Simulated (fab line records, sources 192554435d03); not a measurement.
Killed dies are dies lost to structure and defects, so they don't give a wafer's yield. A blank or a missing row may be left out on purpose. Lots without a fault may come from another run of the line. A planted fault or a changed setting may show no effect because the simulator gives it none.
Which tool did it? | flow n5_finfet | 12 lots, 36 wafers sampled, at 2 steps of a route of 1938

WHAT THE GAUGES READ, wafer by wafer
N5_BEOL_M1_CD_MEAS_11: target cd 17.05 nm.
lot  | measured     | on        | cd_nm (nm)
L075 | day 6 11:14  | cd_sem-01 | 16.57 16.60 17.41
L077 | day 6 15:12  | cd_sem-01 | 17.48 17.24 17.32
L080 | day 7 14:04  | cd_sem-02 | 16.94 17.14 16.82
L081 | day 7 21:10  | cd_sem-01 | 17.12 16.84 17.03
L083 | day 8 10:01  | cd_sem-01 | 17.40 17.22 17.04
L085 | day 9 00:44  | cd_sem-03 | 16.99 16.73 16.88
L087 | day 9 07:08  | cd_sem-03 | 17.13 17.31 17.30
L088 | day 10 04:13 | cd_sem-02 | 17.08 17.10 16.73
L091 | day 10 08:22 | cd_sem-02 | 17.12 16.79 17.01
L093 | day 10 19:23 | cd_sem-03 | 16.99 16.97 16.74
L095 | day 11 12:07 | cd_sem-01 | 17.15 17.10 17.57
L097 | day 11 20:32 | cd_sem-02 | 17.21 17.16 16.98

WHICH TOOL RAN EACH LOT (tool, then ch and the chambers of the sampled wafers, then the start)
lot  | N5_BEOL_M1_ILD_DEP_00
L075 | pecvd-04 ch 0,2, day 6 09:43
L077 | pecvd-01 ch 0,1,2, day 6 13:58
L080 | pecvd-01 ch 1,2, day 7 11:42
L081 | pecvd-02 ch 0,1, day 7 18:20
L083 | pecvd-01 ch 1,2, day 8 08:49
L085 | pecvd-04 ch 1,2, day 8 22:31
L087 | pecvd-02 ch 1,2, day 9 04:40
L088 | pecvd-02 ch 0,1, day 10 01:25
L091 | pecvd-01 ch 1,2, day 10 07:43
L093 | pecvd-01 ch 0,1,2, day 10 17:52
L095 | pecvd-02 ch 1,2, day 11 10:05
L097 | pecvd-01 ch 0,1,2, day 11 18:56
- N5_BEOL_M1_ILD_DEP_00: deposits SiOC from DEMS/O2, target thk 79 nm, time 15.3 s.

THE ANSWER, worked out from the rows above alone
Rule: what is usual is taken from the lots themselves. Put in order of their means at a reading, lots are off if they are a third of the lots or fewer, leave a main group of 4 or more, and stand apart from it by a gap of 3 or more times the standard deviation of the main group's means; of several such gaps the widest counts. A main group whose means are all the same, to the digits that the tables above print for the reading, isn't used. A lot without any number at a reading at which 4 lots or more have one is off too. The other lots that the step has rows for count as sound.
No lot is off at any reading shown: from this, nothing can be told.

WHAT THE SIMULATOR HAD PUT IN
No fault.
